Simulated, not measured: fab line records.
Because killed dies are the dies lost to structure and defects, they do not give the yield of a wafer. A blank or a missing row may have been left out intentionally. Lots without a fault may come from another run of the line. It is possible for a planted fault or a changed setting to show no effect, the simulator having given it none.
The tool behind it: which one? | flow n5-finfet | 36 wafers from 12 lots sampled at 4 of the route's 1938 steps

## WHAT EACH GAUGE READ, for each wafer
N5_BEOL_M3_THK_MEAS_53: measures by xrf.
lot  | measured     | on            | M3_THK (nm)
L075 | day 8 02:55  | film-metro-01 | 38.2 37.9 39.6
L076 | day 8 07:38  | film-metro-02 | 40.2 40.6 40.4
L079 | day 8 17:25  | film-metro-01 | 39.5 37.4 39.4
L081 | day 9 16:00  | film-metro-01 | 39.4 39.7 40.7
L083 | day 9 17:40  | film-metro-01 | 38.5 42.0 39.5
L085 | day 10 14:49 | film-metro-02 | 38.4 40.3 38.4
L088 | day 11 06:41 | film-metro-02 | 39.8 41.8 40.7
L089 | day 11 11:37 | film-metro-02 | 38.9 37.2 37.5
L092 | day 11 18:16 | film-metro-02 | 37.6 38.2 39.1
L093 | day 12 14:29 | film-metro-02 | 38.5 41.9 39.3
L096 | day 13 07:34 | film-metro-01 | 37.6 39.6 39.1
L097 | day 13 11:38 | film-metro-01 | 41.1 40.1 40.6

## WHAT TOOL EACH LOT RAN ON (gives the tool, then ch and the chambers of the sampled wafers, and finally the start)
lot  | N5_BEOL_M3_ALD_84                   | N5_BEOL_M3_SPUTTER_48        | N5_BEOL_M3_ANNEAL_51
L075 | ald-metal-04 ch 1,2,3, day 7 22:19  | pvd-sputter-02, day 8 00:22  | rtp-anneal-02 ch 0, day 8 02:22
L076 | ald-metal-02 ch 0,3, day 8 04:32    | pvd-sputter-03, day 8 05:05  | rtp-anneal-02 ch 0, day 8 07:08
L079 | ald-metal-02 ch 0,2, day 8 14:17    | pvd-sputter-02, day 8 14:51  | rtp-anneal-02 ch 0, day 8 16:48
L081 | ald-metal-04 ch 0,1,3, day 9 12:46  | pvd-sputter-02, day 9 13:20  | rtp-anneal-02 ch 0, day 9 15:27
L083 | ald-metal-02 ch 1,2, day 9 13:11    | pvd-sputter-01, day 9 15:07  | rtp-anneal-02 ch 0, day 9 17:04
L085 | ald-metal-01 ch 0,1, day 10 11:13   | pvd-sputter-01, day 10 11:55 | rtp-anneal-02 ch 0, day 10 14:18
L088 | ald-metal-01 ch 0,1,3, day 11 03:31 | pvd-sputter-01, day 11 04:09 | rtp-anneal-02 ch 0, day 11 06:06
L089 | ald-metal-04 ch 1,2,3, day 11 08:25 | pvd-sputter-01, day 11 09:03 | rtp-anneal-01 ch 0, day 11 11:00
L092 | ald-metal-04 ch 0,3, day 11 15:07   | pvd-sputter-03, day 11 15:43 | rtp-anneal-01 ch 0, day 11 17:43
L093 | ald-metal-04 ch 0,1, day 12 11:01   | pvd-sputter-03, day 12 11:56 | rtp-anneal-01 ch 0, day 12 13:56
L096 | ald-metal-01 ch 1,2, day 13 04:32   | pvd-sputter-03, day 13 05:01 | rtp-anneal-01 ch 0, day 13 07:04
L097 | ald-metal-04 ch 0,1, day 13 07:55   | pvd-sputter-02, day 13 08:41 | rtp-anneal-01 ch 0, day 13 11:04
- N5_BEOL_M3_ALD_84: deposits TaN, pulse time 2 s, purge time 3 s, co reactant purge time 2 s.
- N5_BEOL_M3_SPUTTER_48: material Cu, target thk 4.5 nm, time 8.29 s.
- N5_BEOL_M3_ANNEAL_51: time 90 s.

## THE ANSWER, worked out from the rows above alone
Rule: usual is defined by the lots themselves. The widest of any qualifying gaps counts: lots, ordered by their means at a reading, are off when they make up no more than a third of the lots, leave a main group of 4 or more, and stand apart from it by 3 or more times the standard deviation of that group's means. A main group is skipped when, at the precision printed for the reading in the tables above, its means are all equal. Also off: a lot with no number at a reading for which 4 or more lots have one. The other lots that the step has rows for count as sound.
No lot is off on any of the readings shown, so nothing can be concluded from this.

## WHAT THE SIMULATOR PUT IN
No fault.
